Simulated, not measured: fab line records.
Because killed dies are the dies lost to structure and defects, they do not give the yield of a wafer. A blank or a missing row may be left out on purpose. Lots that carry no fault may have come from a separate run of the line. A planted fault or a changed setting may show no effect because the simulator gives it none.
Which tool did it?	flow n5-finfet	23 lots with 69 wafers sampled at 4 steps, on a route of 1938 steps

## WHAT THE GAUGES SHOWED, per wafer
N5_BEOL_M13_OVL_MEAS_11.
lot	measured	on	V12_OVL (nm)
L074	day 10 10:20	overlay-01	5 -2 4
L076	day 10 17:14	overlay-02	-2 5 0
L075	day 11 00:44	overlay-02	-7 -1 -2
L077	day 11 09:28	overlay-02	4 -1 1
L078	day 12 00:42	overlay-01	1 -5 0
L079	day 12 00:52	overlay-01	5 7 0
L081	day 12 05:17	overlay-01	-3 -5 -2
L080	day 12 18:19	overlay-01	-4 -6 -6
L082	day 12 18:28	overlay-02	2 4 2
L083	day 13 02:05	overlay-02	6 6 -1
L084	day 13 08:36	overlay-02	-1 1 -2
L086	day 13 15:00	overlay-02	2 4 2
L088	day 14 00:08	overlay-01	1 4 7
L087	day 14 02:20	overlay-01	0 -2 -8
L085	day 14 04:19	overlay-01	3 1 -1
L089	day 14 13:25	overlay-01	-1 1 -6
L091	day 15 04:28	overlay-02	-8 -2 -3
L090	day 15 14:36	overlay-01	0 8 1
L092	day 15 21:02	overlay-02	-2 -2 1
L094	day 16 11:26	overlay-01	1 -1 2
L095	day 16 16:25	overlay-02	-7 -5 -2
L096	day 16 16:28	overlay-01	-4 -2 -9
L097	day 16 22:30	overlay-02	8 11 8

## WHAT TOOL EACH LOT RAN ON (gives the tool, then ch and the chambers of the sampled wafers, and finally the start)
lot	N5_BEOL_M12_DESCUM_15	N5_BEOL_M12_ETCH_68	N5_BEOL_M12_TRENCH_ETCH_34
L074	rie-diel-04 ch 0,2,3, day 10 02:14	rie-diel-04 ch 0,2,3, day 10 03:19	rie-diel-04 ch 0,2,3, day 10 03:30
L076	rie-diel-05 ch 2,3, day 10 12:56	rie-diel-04 ch 0,2, day 10 14:09	rie-diel-04 ch 0,2, day 10 14:20
L075	rie-diel-02 ch 1,2, day 10 19:08	rie-diel-05 ch 0,2,3, day 10 21:11	rie-diel-05 ch 0,2,3, day 10 21:23
L077	rie-diel-02 ch 0,2,3, day 11 01:45	rie-diel-02 ch 1,2,3, day 11 02:58	rie-diel-02 ch 1,2,3, day 11 03:09
L078	rie-diel-05 ch 0,1,3, day 11 15:37	rie-diel-05 ch 0,1,2, day 11 16:43	rie-diel-05 ch 0,1,2, day 11 16:54
L079	rie-diel-02 ch 1,3, day 11 20:08	rie-diel-02 ch 1,2, day 11 21:39	rie-diel-02 ch 1,2, day 11 21:50
L081	rie-diel-04 ch 0,2, day 12 00:28	rie-diel-04 ch 0,3, day 12 01:34	rie-diel-04 ch 0,3, day 12 01:44
L080	rie-diel-05 ch 0,1,2, day 12 11:02	rie-diel-05 ch 0,1,2, day 12 12:23	rie-diel-05 ch 0,1,2, day 12 12:34
L082	rie-diel-05 ch 0,3, day 12 11:46	rie-diel-02 ch 0,1,3, day 12 13:08	rie-diel-02 ch 0,1,3, day 12 13:19
L083	rie-diel-02 ch 2,3, day 12 20:50	rie-diel-05 ch 1,3, day 12 22:01	rie-diel-05 ch 1,3, day 12 22:12
L084	rie-diel-05 ch 1,2,3, day 13 02:23	rie-diel-04 ch 0,3, day 13 04:13	rie-diel-04 ch 0,3, day 13 04:23
L086	rie-diel-04 ch 1,2, day 13 08:23	rie-diel-02 ch 0,1, day 13 10:15	rie-diel-02 ch 0,1, day 13 10:26
L088	rie-diel-02 ch 0,1,2, day 13 18:06	rie-diel-02 ch 0,1,2, day 13 19:11	rie-diel-02 ch 0,1,2, day 13 19:22
L087	rie-diel-05 ch 0,2,3, day 13 18:23	rie-diel-05 ch 0,1,2, day 13 19:36	rie-diel-05 ch 0,1,2, day 13 19:47
L085	rie-diel-05 ch 0,3, day 13 18:39	rie-diel-02 ch 0,1,2, day 13 20:00	rie-diel-02 ch 0,1,2, day 13 20:09
L089	rie-diel-02 ch 1,2,3, day 14 04:38	rie-diel-05 ch 0,1,3, day 14 05:43	rie-diel-05 ch 0,1,3, day 14 05:54
L091	rie-diel-04 ch 1,2, day 14 21:23	rie-diel-02 ch 0,1,3, day 14 22:29	rie-diel-02 ch 0,1,3, day 14 22:40
L090	rie-diel-05 ch 2,3, day 15 08:04	rie-diel-02 ch 0,1, day 15 09:17	rie-diel-02 ch 0,1, day 15 09:28
L092	rie-diel-04 ch 1,2,3, day 15 14:51	rie-diel-02 ch 0,1,2, day 15 16:04	rie-diel-02 ch 0,1,2, day 15 16:15
L094	rie-diel-04 ch 0,1,3, day 16 06:16	rie-diel-04 ch 0,1,2, day 16 07:29	rie-diel-04 ch 0,1,2, day 16 07:40
L095	rie-diel-02 ch 0,1,3, day 16 10:37	rie-diel-04 ch 0,3, day 16 11:42	rie-diel-04 ch 0,3, day 16 11:53
L096	rie-diel-04 ch 0,1,3, day 16 10:56	rie-diel-02 ch 1,2,3, day 16 12:10	rie-diel-02 ch 1,2,3, day 16 12:20
L097	rie-diel-05 ch 0,2,3, day 16 17:35	rie-diel-04 ch 0,1,2, day 16 18:46	rie-diel-04 ch 0,1,2, day 16 18:58
- N5_BEOL_M12_DESCUM_15: chemistry O2, time 7.9 s.
- N5_BEOL_M12_ETCH_68: etches SOC in N2/H2, time 285 s.
- N5_BEOL_M12_TRENCH_ETCH_34: etches SiOC in C4F8/O2/Ar, target depth 318.95 nm, time 125.5 s.

## WHAT THE TOOLS THEMSELVES READ (means of the sampled wafers that have a number; where no wafer has one, the mark that the record gives instead)
N5_BEOL_M12_DESCUM_15.
lot	tool	drypump-motor-current-A (A)	oes-product-au (a.u.)	rf-vpp-V (V)	showerhead-plenum-p-Torr (Torr)	throttle-valve-pct (%)
L074	rie-diel-04	5.6	0.81	243.8	2.10	20.34
L076	rie-diel-05	5.5	0.84	242.1	1.97	20.30
L075	rie-diel-02	5.8	0.92	243.7	2.13	20.26
L077	rie-diel-02	6.1	0.77	242.9	2.03	20.28
L078	rie-diel-05	5.6	0.84	242.8	2.10	20.23
L079	rie-diel-02	6.2	0.80	244.1	2.14	20.32
L081	rie-diel-04	5.5	0.86	244.9	2.15	20.40
L080	rie-diel-05	5.6	0.78	242.4	2.06	20.23
L082	rie-diel-05	5.3	0.88	243.2	2.09	20.03
L083	rie-diel-02	5.9	0.82	241.7	2.05	20.20
L084	rie-diel-05	5.7	0.77	243.0	2.02	20.38
L086	rie-diel-04	5.4	0.75	243.0	2.12	20.29
L088	rie-diel-02	5.9	0.89	243.5	2.15	20.21
L087	rie-diel-05	5.3	0.82	241.6	2.01	20.19
L085	rie-diel-05	5.2	0.87	243.0	2.09	20.03
L089	rie-diel-02	6.0	0.90	242.9	2.08	20.17
L091	rie-diel-04	5.4	0.92	244.3	2.11	20.09
L090	rie-diel-05	5.4	0.76	240.8	1.93	20.33
L092	rie-diel-04	5.6	0.87	242.4	2.07	20.11
L094	rie-diel-04	5.7	0.84	243.3	2.12	20.23
L095	rie-diel-02	6.2	0.87	243.6	2.15	20.17
L096	rie-diel-04	5.7	0.84	243.1	2.12	20.23
L097	rie-diel-05	5.4	0.79	241.9	2.00	20.21

N5_BEOL_M12_ETCH_68.
lot	tool	drypump-motor-current-A (A)	oes-product-au (a.u.)	rf-vpp-V (V)	showerhead-plenum-p-Torr (Torr)	throttle-valve-pct (%)
L074	rie-diel-04	5.7	0.82	525	2.57	17.81
L076	rie-diel-04	5.5	0.78	525	2.65	18.02
L075	rie-diel-05	5.4	0.83	521	2.47	17.67
L077	rie-diel-02	6.0	0.83	524	2.55	17.69
L078	rie-diel-05	5.6	0.78	523	2.52	17.64
L079	rie-diel-02	5.7	0.91	524	2.54	17.65
L081	rie-diel-04	5.8	0.84	526	2.62	17.69
L080	rie-diel-05	5.6	0.77	523	2.51	17.65
L082	rie-diel-02	6.2	0.73	522	2.51	17.74
L083	rie-diel-05	5.7	0.83	524	2.53	17.97
L084	rie-diel-04	5.9	0.84	524	2.54	17.50
L086	rie-diel-02	6.0	0.89	525	2.64	17.55
L088	rie-diel-02	5.9	0.89	526	2.61	17.57
L087	rie-diel-05	5.6	0.77	523	2.51	17.64
L085	rie-diel-02	5.9	0.88	525	2.61	17.57
L089	rie-diel-05	5.6	0.82	525	2.57	17.76
L091	rie-diel-02	6.2	0.89	525	2.61	17.49
L090	rie-diel-02	6.0	0.85	526	2.63	17.57
L092	rie-diel-02	5.9	0.86	525	2.60	17.60
L094	rie-diel-04	5.5	0.85	525	2.59	17.75
L095	rie-diel-04	5.9	0.82	523	2.53	17.54
L096	rie-diel-02	6.0	0.86	523	2.53	17.63
L097	rie-diel-04	5.5	0.84	525	2.59	17.77

N5_BEOL_M12_TRENCH_ETCH_34.
lot	tool	drypump-motor-current-A (A)	he-outer-torr (Torr)	mfc-ar-sccm (sccm)	oes-product-au (a.u.)	rf-vpp-V (V)	showerhead-plenum-p-Torr (Torr)	throttle-valve-pct (%)
L074	rie-diel-04	5.7	29.97	399.1	0.81	666	3.44	24.15
L076	rie-diel-04	5.5	29.98	400.8	0.78	668	3.51	24.26
L075	rie-diel-05	5.4	30.05	400.4	0.83	662	3.33	24.13
L077	rie-diel-02	6.0	30.01	400.5	0.83	665	3.40	23.96
L078	rie-diel-05	5.6	29.99	401.1	0.78	664	3.38	24.02
L079	rie-diel-02	5.7	29.99	399.0	0.91	664	3.38	23.91
L081	rie-diel-04	5.8	29.99	400.3	0.84	668	3.50	24.08
L080	rie-diel-05	5.6	29.99	400.1	0.77	664	3.38	24.04
L082	rie-diel-02	6.2	29.98	400.2	0.72	663	3.37	24.02
L083	rie-diel-05	5.7	29.94	400.2	0.82	665	3.42	24.47
L084	rie-diel-04	5.9	30.00	399.0	0.85	666	3.42	23.99
L086	rie-diel-02	6.0	29.95	398.7	0.88	668	3.51	23.81
L088	rie-diel-02	5.9	30.00	401.2	0.89	667	3.48	23.90
L087	rie-diel-05	5.6	30.02	399.6	0.76	664	3.37	24.04
L085	rie-diel-02	5.9	29.95	399.5	0.88	668	3.48	23.89
L089	rie-diel-05	5.6	30.09	399.7	0.81	667	3.46	24.24
L091	rie-diel-02	6.2	29.92	400.0	0.90	667	3.49	23.86
L090	rie-diel-02	6.0	30.03	399.3	0.85	669	3.50	23.82
L092	rie-diel-02	5.9	29.96	400.4	0.86	668	3.47	23.91
L094	rie-diel-04	5.5	30.02	399.9	0.84	667	3.46	24.05
L095	rie-diel-04	5.9	30.00	400.1	0.82	664	3.40	24.03
L096	rie-diel-02	6.0	30.10	399.9	0.85	665	3.38	23.91
L097	rie-diel-04	5.4	29.96	400.7	0.84	666	3.46	24.06

## THE ANSWER, worked out from the rows above alone
Rule: the lots themselves supply what counts as usual. The widest of any qualifying gaps counts: lots, ordered by their means at a reading, are off when they make up no more than a third of the lots, leave a main group of 4 or more, and stand apart from it by 3 or more times the standard deviation of that group's means. A main group whose means are all the same, to the digits that the tables above print for the reading, isn't used. Also off: a lot with no number at a reading for which 4 or more lots have one. Where the step has rows for the other lots, those lots are counted as sound. After the gauges, taken in route order, come the tools' own readings; for these a lot's mean is taken, as printed above. At the first step where some lot is off, the reading lying furthest off is the one used; lots without a number count as furthest.
Across all readings shown, no lot is off: no conclusion can be drawn from this.

## WHAT HAD BEEN PUT IN BY THE SIMULATOR
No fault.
